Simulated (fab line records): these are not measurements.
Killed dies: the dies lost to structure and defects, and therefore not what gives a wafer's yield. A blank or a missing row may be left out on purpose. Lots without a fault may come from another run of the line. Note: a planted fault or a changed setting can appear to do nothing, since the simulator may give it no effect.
fab line records    flow n5_finfet
record lots=11  wafers=32  last_day=18
route steps=1938 shown BEOL_M5@1184 PAD_METAL@1894 PASSIVATION@1909
lots with no fault: from the same line, run without faults
start_h: the number of hours between the record's first day and the start of the first shown wafer of the lot    wait_h: hours since the lot's step before    " unchanged from the row above    L1.1+2: a row that stands for several wafers    - no value, or no start was given    * or withheld: withheld    < > ~ a bound
route shown NAME@n: a module of which the file shows steps, and the number in the route of the first    usual: mean/standard deviation taken from wafers without a fault    same: alike in all rows    chamber/n: place in a boat    sites: readings site by site    _std_site: standard deviation of those values    _edge_site: mean of outer sites minus mean of inner sites    radius_mm: how far each site lies from the wafer's centre    mask NAME#n: copy n    behind: the most recent tool/chamber to have shaped the wafer    hold: cause of the lot's hold/its duration in hours/its outcome    device: transistor that didn't switch, given as n, p or np    end of line: tests of these same wafers at the route's end    a step given without rows: its recipe and nothing more    killed: dies that structure and defects cost at the first sort, which is not the same as the wafer's yield    map: shows each die of a wafer: x if killed, . if not, _ if none is there
set.NAME: the setting as run; set.NAME@STEP: as run at that earlier step    model.NAME: the simulator's own value behind a step, which no gauge read
one table for each step of the route and one row for each wafer, over a sample of lots
services: a tool's chamber out of use, with start hour (start_h, from the record's first day; less than 0 if before it), hours out, and reason
## steps
# step N5_BEOL_M5_ECD_50
# recipe material=Cu  target_thk_a=3000
lot.wafer   tool       chamber  start_h  wait_h
L371.2+3+5  ecd_cu-02  1,0,1    177.64   0.1
L372.4+5+6  ecd_cu-01  0,1,0    201.93   0.1
L373.1+3+4  ecd_cu-01  1,1,0    212.19   0.1
L374.2+5+6  ecd_cu-01  0,1,0    221.76   0.1
L375.2+3+6  ecd_cu-02  0        227.32   0.1
L377.2+4+5  ecd_cu-02  1,0,0    247.30   0.1
L382.2+4+5  ecd_cu-01  1,0,0    282.14   0.1
L385.2+3+4  ecd_cu-02  0,1,0    291.03   0.1
L386.1+3+6  ecd_cu-01  1,1,0    303.30   0.1
L390.2+3+6  ecd_cu-02  1,0,1    319.33   0.1
L392.1+6    ecd_cu-02  0,1      333.46   0.1
# step N5_PASSIVATION_PRE_CLEAN_19
# recipe gas=H2/He  time_s=*  temp_c=*
# usual heater_power_w=447/52
lot.wafer  tool            chamber  start_h  wait_h  heater_power_w
L371.2     pvd_sputter-03  -        268.34   0.0     511
L371.3     "               -        "        "       471
L371.5     "               -        "        "       458
L372.4     pvd_sputter-01  -        292.67   0.0     364
L372.5     "               -        "        "       361
L372.6     "               -        "        "       456
L373.1     pvd_sputter-01  -        306.62   0.0     468
L373.3     "               -        "        "       474
L373.4     "               -        "        "       364
L374.2     pvd_sputter-01  -        309.88   0.0     486
L374.5     "               -        "        "       472
L374.6     "               -        "        "       357
L375.2     pvd_sputter-02  -        313.75   0.0     467
L375.3     "               -        "        "       337
L375.6     "               -        "        "       336
L377.2     pvd_sputter-03  -        337.02   0.0     435
L377.4     "               -        "        "       484
L377.5     "               -        "        "       437
L382.2     pvd_sputter-01  -        366.22   0.0     350
L382.4     "               -        "        "       482
L382.5     "               -        "        "       472
L385.2     pvd_sputter-01  -        370.88   0.0     472
L385.3     "               -        "        "       356
L385.4     "               -        "        "       457
L386.1     pvd_sputter-02  -        382.47   0.0     345
L386.3     "               -        "        "       458
L386.6     "               -        "        "       493
L390.2     pvd_sputter-02  -        404.23   0.0     482
L390.3     "               -        "        "       491
L390.6     "               -        "        "       490
L392.1     pvd_sputter-02  -        421.06   0.0     480
L392.6     "               -        "        "       489
# step N5_PASSIVATION_AL_ETCH_33
# recipe chemistry=Cl2/BCl3  target_depth_a=28000  over_etch_frac=0.15  Cl2_flow_sccm=180  bcl3_flow_sccm=60  target=Al  stop_on=TaN  time_s=466.7  ion_energy_ev=100  pressure_mtorr=10  icp_w=900  bias_w=100
# usual bcl3_flow_sccm=59.99/0.17  drypump_motor_current_A=5.7/0.4  oes_product_au=0.69/0.048  throttle_valve_pct=34.21/0.18
lot.wafer  tool          chamber  start_h  wait_h  bcl3_flow_sccm  drypump_motor_current_A  oes_product_au  rf_hours_counter_h  throttle_valve_pct
L371.2     rie_metal-01  0        269.27   0.1     60.12           5.3                      0.75            26                  34.37
L371.3     "             1        "        "       60.02           5.3                      0.73            -                   34.22
L371.5     "             0        "        "       60.04           5.3                      0.75            -                   34.39
L372.4     rie_metal-02  0        293.61   0.2     59.99           5.7                      0.68            -                   33.92
L372.5     "             0        "        "       59.81           5.6                      0.67            -                   33.93
L372.6     "             1        "        "       59.97           6.1                      0.63            -                   34.21
L373.1     rie_metal-01  1        307.42   0.1     59.86           5.2                      0.72            35                  34.24
L373.3     "             1        "        "       59.98           5.3                      0.72            -                   34.22
L373.4     "             0        "        "       60.11           5.3                      0.75            -                   34.39
L374.2     rie_metal-02  1        310.88   0.1     60.06           6.1                      0.63            64                  34.22
L374.5     "             0        "        "       59.96           5.6                      0.67            -                   33.95
L374.6     "             1        "        "       60.09           6.1                      0.64            -                   34.20
L375.2     rie_metal-02  0        315.11   0.1     60.19           5.6                      0.67            55                  33.92
L375.3     "             1        "        "       60.36           6.1                      0.64            -                   34.22
L375.6     "             1        "        "       60.20           6.1                      0.63            -                   34.21
L377.2     rie_metal-02  1        338.04   0.1     59.77           6.2                      0.62            67                  34.25
L377.4     "             0        "        "       59.97           5.6                      0.66            -                   34.00
L377.5     "             0        "        "       60.22           5.6                      0.66            -                   33.96
L382.2     rie_metal-01  0        367.13   0.1     59.90           5.3                      0.73            36                  34.41
L382.4     "             1        "        "       60.12           5.3                      0.71            -                   34.25
L382.5     "             0        "        "       59.62           5.3                      0.73            -                   34.43
L385.2     rie_metal-01  0        371.79   0.1     60.02           5.3                      0.73            36                  34.40
L385.3     "             1        "        "       59.77           5.3                      0.71            -                   34.23
L385.4     "             0        "        "       60.08           5.3                      0.72            -                   34.41
L386.1     rie_metal-01  1        383.47   0.1     60.02           5.3                      0.71            42                  34.22
L386.3     "             0        "        "       60.42           5.3                      0.72            -                   34.40
L386.6     "             0        "        "       60.19           5.3                      0.72            -                   34.41
L390.2     rie_metal-01  0        405.02   0.1     60.02           5.3                      0.72            39                  34.40
L390.3     "             0        "        "       59.70           5.3                      0.72            -                   34.40
L390.6     "             0        "        "       59.86           5.3                      0.72            -                   34.41
L392.1     rie_metal-01  0        422.35   0.1     59.72           5.3                      0.71            40                  34.39
L392.6     "             0        "        "       59.75           5.3                      0.72            -                   34.40
# step N5_PASSIVATION_STRIP_34
# recipe chemistry=O2  power_w=600  temp_c=60  pressure_mtorr=30  rf_frequency_hz=6e+07  bias_power_w=0  overash_fraction=2  o2_flow_sccm=225
# usual drypump_motor_current_A=5.5/0.35  oes_product_au=0.81/0.077  rf_vpp_V=3.8/1.6  showerhead_plenum_p_Torr=2.11/0.057  throttle_valve_pct=16.66/0.16
# same bias_power_w=0
lot.wafer  tool         chamber  start_h  wait_h  drypump_motor_current_A  oes_product_au  rf_hours_counter_h  rf_vpp_V  showerhead_plenum_p_Torr  throttle_valve_pct
L371.2     rie_diel-01  3        269.89   0.2     5.7                      0.87            68                  3.7       2.04                      16.50
L371.3     "            2        "        "       6.0                      0.84            78                  4.1       2.22                      16.54
L371.5     "            0        "        "       5.2                      0.83            -                   1.8       2.20                      16.46
L372.4     rie_diel-02  3        294.02   0.1     5.1                      0.72            -                   6.6       2.15                      16.72
L372.5     "            1        "        "       4.7                      0.78            -                   3.6       2.10                      16.95
L372.6     "            0        "        "       5.7                      0.95            -                   3.8       2.15                      16.77
L373.1     rie_diel-02  0        307.93   0.1     5.7                      0.93            13                  3.5       2.15                      16.75
L373.3     "            1        "        "       4.6                      0.79            142                 0.9       2.10                      16.98
L373.4     "            2        "        "       5.5                      0.70            221                 6.0       2.08                      16.73
L374.2     rie_diel-04  1        311.52   0.2     5.4                      0.81            74                  5.8       2.04                      16.69
L374.5     "            2        "        "       5.4                      0.82            -                   3.7       2.12                      16.79
L374.6     "            3        "        "       5.6                      0.81            -                   2.5       2.12                      16.80
L375.2     rie_diel-02  0        315.66   0.1     5.7                      0.92            16                  3.0       2.15                      16.72
L375.3     "            1        "        "       4.7                      0.77            145                 3.6       2.10                      16.98
L375.6     "            0        "        "       5.7                      0.96            -                   0.6       2.15                      16.75
L377.2     rie_diel-01  3        338.56   0.1     5.7                      0.83            92                  2.6       2.03                      16.61
L377.4     "            1        "        "       5.9                      0.92            14                  5.1       2.13                      16.33
L377.5     "            2        "        "       6.1                      0.80            -                   3.9       2.21                      16.53
L382.2     rie_diel-02  3        367.66   0.1     5.1                      0.69            245                 3.2       2.14                      16.76
L382.4     "            1        "        "       4.7                      0.76            165                 4.1       2.09                      16.96
L382.5     "            2        "        "       5.5                      0.69            -                   6.8       2.07                      16.80
L385.2     rie_diel-01  0        372.30   0.1     5.3                      0.79            119                 3.5       2.19                      16.49
L385.3     "            2        "        "       6.0                      0.80            114                 2.1       2.21                      16.59
L385.4     "            3        "        "       5.7                      0.78            103                 4.9       2.02                      16.55
L386.1     rie_diel-04  2        383.99   0.1     5.4                      0.79            138                 3.4       2.11                      16.79
L386.3     "            0        "        "       5.7                      0.89            37                  3.1       2.05                      16.53
L386.6     "            1        "        "       5.4                      0.80            -                   6.1       2.03                      16.67
L390.2     rie_diel-02  2        405.53   0.1     5.5                      0.65            258                 4.7       2.06                      16.80
L390.3     "            1        "        "       4.7                      0.76            180                 4.2       2.08                      17.01
L390.6     "            2        "        "       5.5                      0.67            -                   4.5       2.06                      16.81
L392.1     rie_diel-01  2        422.87   0.1     6.1                      0.79            133                 3.5       2.20                      16.63
L392.6     "            0        "        "       5.3                      0.76            -                   2.1       2.19                      16.53
# step N5_PASSIVATION_PROBE_49
# usual defect_limited_yield=91.2/1.4  killed_at_M0_to_M3=34/10  killed_at_M4_up=13/5.1  killed_at_contacts=12/6.5  killed_at_front_end=41/11  killed_at_other=4/3.3  killed_dies=104/16  killed_on_rim=14/3.9  killed_open=69/13  killed_short=33/7  sort_bin_5_function=5.1/0.91  sort_bin_6_memory=3.3/0.69  sort_n_pass=1076/16  sort_yield_pct=91.2/1.4
# same gross_dies=1180  killed_at_back_side=0  sort_bin_4_leakage[%]=0  sort_bin_8_speed[%]=0
lot.wafer  tool       chamber  start_h  wait_h  defect_limited_yield[%]  killed_at_M0_to_M3  killed_at_M4_up  killed_at_contacts  killed_at_front_end  killed_at_other  killed_dies  killed_on_rim  killed_open  killed_short  sort_bin_5_function[%]  sort_bin_6_memory[%]  sort_n_pass  sort_yield_pct[%]
L390.2     prober-01  -        410.40   0.1     89.5                     56                  15               14                  37                   2                124          14             79           45            5.5                     4.3                   1056         89.5
L390.3     prober-01  -        410.45   0.1     57.2                     35                  430              6                   33                   1                505          58             65           14            26.9                    13.1                  675          57.2
L390.6     prober-01  -        410.60   0.3     90.5                     39                  12               11                  48                   2                112          9              75           37            5.4                     3.9                   1068         90.5
L392.1     prober-01  -        428.39   0.7     55.3                     36                  427              14                  45                   5                527          79             69           40            25.8                    15.8                  653          55.3
L392.6     prober-01  -        428.64   1.0     90.8                     33                  13               11                  48                   4                109          13             81           26            5.3                     3.6                   1071         90.8
# killed by level:class
L390.2 BEOL_M0_SAQP:geometric_particle:open=15 FIN_SAQP:geometric_particle:short=14 MOL_CONTACT_COAG:geometric_particle:open=14 BEOL_M3:geometric_particle:open=13 BEOL_M0_SAQP:geometric_particle:short=12 FIN_SAQP:geometric_particle:open=10 BEOL_M4:geometric_particle:open=7 BEOL_M2:geometric_particle:open=6
L390.3 BEOL_M5:unspecified=426 STI_FIN_REVEAL:geometric_particle:open=18 BEOL_M3:geometric_particle:open=15 BEOL_M0_SAQP:geometric_particle:open=11 MOL_CONTACT_COAG:geometric_particle:open=6 DUMMY_GATE:geometric_particle:open=4 BEOL_M0_SAQP:geometric_particle:short=4 STI_FIN_REVEAL:geometric_particle:short=3
L390.6 STI_FIN_REVEAL:geometric_particle:open=17 FIN_SAQP:geometric_particle:short=11 MOL_CONTACT_COAG:geometric_particle:open=10 BEOL_M0_SAQP:geometric_particle:open=8 BEOL_M3:geometric_particle:open=7 BEOL_M0_SAQP:geometric_particle:short=6 BEOL_M2:geometric_particle:open=6 FIN_SAQP:geometric_particle:open=4
L392.1 BEOL_M5:unspecified=413 FIN_SAQP:geometric_particle:short=13 MOL_CONTACT_COAG:geometric_particle:open=11 BEOL_M2:geometric_particle:open=11 FIN_SAQP:geometric_particle:open=9 BEOL_M4:geometric_particle:open=6 STI_FIN_REVEAL:geometric_particle:open=5 GATE_CUT:geometric_particle:open=4
L392.6 FIN_SAQP:geometric_particle:open=11 MOL_CONTACT_COAG:geometric_particle:open=10 GATE_CUT:geometric_particle:open=8 BEOL_M0:geometric_particle:open=8 BEOL_M1:geometric_particle:open=8 DUMMY_GATE:geometric_particle:open=7 GATE_CUT:geometric_particle:short=7 BEOL_M4:geometric_particle:open=5
## services
tool          chamber  start_h  hours  kind
rie_diel-02   -        159.50   1.4    repair
ecd_cu-02     -        164.82   1.1    repair
rie_metal-02  -        175.48   15.6   pm
ecd_cu-02     -        180.23   0.6    repair
rie_diel-01   0        183.85   7.7    repair
rie_metal-02  -        191.08   4.3    pm
rie_diel-02   3        195.74   3.8    repair
rie_metal-02  -        200.62   0.2    repair
rie_metal-02  -        224.15   0.5    repair
rie_diel-02   2        227.15   4.2    repair
rie_diel-01   -        238.63   15.6   pm
rie_diel-02   2        252.28   2.4    repair
rie_metal-02  -        254.16   2.8    pm
ecd_cu-01     -        258.41   6.4    repair
rie_diel-01   0        259.64   4.1    repair
rie_diel-02   -        260.12   2.8    pm
rie_metal-01  1        285.26   12.6   repair
rie_metal-01  -        296.14   2.8    pm
rie_diel-01   -        310.45   2.8    pm
rie_diel-01   0        331.37   1.3    repair
rie_diel-01   -        334.23   0.9    repair
rie_diel-02   3        377.10   7.1    repair
rie_metal-02  1        398.54   3.1    repair
ecd_cu-02     -        408.52   0.6    repair
## key
first_sign step=N5_PASSIVATION_PROBE_49  reading=killed_at_M4_up  direction=up  sigmas=81  usual=13  struck=428
effect step=N5_PASSIVATION_PROBE_49  reading=killed_dies  direction=up  sigmas=25  usual=104  struck=516
more_kills_born_at N5_BEOL_M5_ECD_50@ecd_cu-02=839
met_at N5_BEOL_M5_ECD_50
struck_lots L390,L392
struck_wafers L390.3,L392.1
not_acting_at N5_PASSIVATION_PRE_CLEAN_19,N5_PASSIVATION_AL_ETCH_33,N5_PASSIVATION_STRIP_34
onset_between 291.03 319.33
fault kind=chamber_particle_source  tool=ecd_cu-02  chamber=0  onset_h=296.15  steps=N5_BEOL_M5_ECD_50  rate_per_visit_cm2=0.88702
